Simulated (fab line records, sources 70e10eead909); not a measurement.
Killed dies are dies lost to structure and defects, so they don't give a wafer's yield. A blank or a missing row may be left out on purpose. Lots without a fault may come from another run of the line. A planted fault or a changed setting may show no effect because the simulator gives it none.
Chamber matching | flow nand_harc | NHARC_A_CONTACT_DEP_58 on pecvd-02: 3 sister chambers
The step deposits SiON, target thk 60 nm. 6 wafers are shown with their chamber, then 10 later ones without.

WAFERS WITH THEIR CHAMBER
wafer  | chamber | heater_power_w (W)
L084.1 | 0       | 829
L083.1 | 1       | 864
L083.3 | 2       | 762
L083.6 | 0       | 767
L088.2 | 2       | 811
L088.3 | 1       | 881

WAFERS WITHOUT THEIR CHAMBER
wafer  | heater_power_w (W)
L088.6 | 814
L090.4 | 869
L090.5 | 715
L090.6 | 842
L092.4 | 768
L092.5 | 768
L092.6 | 854
L094.4 | 721
L094.5 | 841
L094.6 | 829

WHICH CHAMBER EACH WENT THROUGH
wafer  | from the rows above          | in truth
L088.6 | can't be placed: 0 or 2 or 1 | 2
L090.4 | 1                            | 1
L090.5 | can't be placed: 2 or 0      | 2
L090.6 | can't be placed: 1 or 0 or 2 | 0
L092.4 | can't be placed: 2 or 0      | 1
L092.5 | can't be placed: 2 or 0      | 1
L092.6 | can't be placed: 1 or 0 or 2 | 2
L094.4 | can't be placed: 2 or 0      | 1
L094.5 | can't be placed: 1 or 0 or 2 | 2
L094.6 | can't be placed: 0 or 2 or 1 | 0
Placed correctly: 1 of 10. Can't be placed from these rows: 9 (the true chamber is among the candidates in 6). Placed wrongly: 0.
How it was worked out, from the rows above alone: a wafer's distance from a chamber is the root of the sum, over the readings, of the square of ((its reading less the chamber's mean) divided by the reading's scatter). The wafer belongs to the nearest chamber; if the next one is less than 2 further off, it can't be placed. A chamber's mean is the mean of its shown wafers. The scatter: the root of (the sum of the squares of (reading less its chamber's mean) over the shown wafers, divided by (wafers less chambers)).
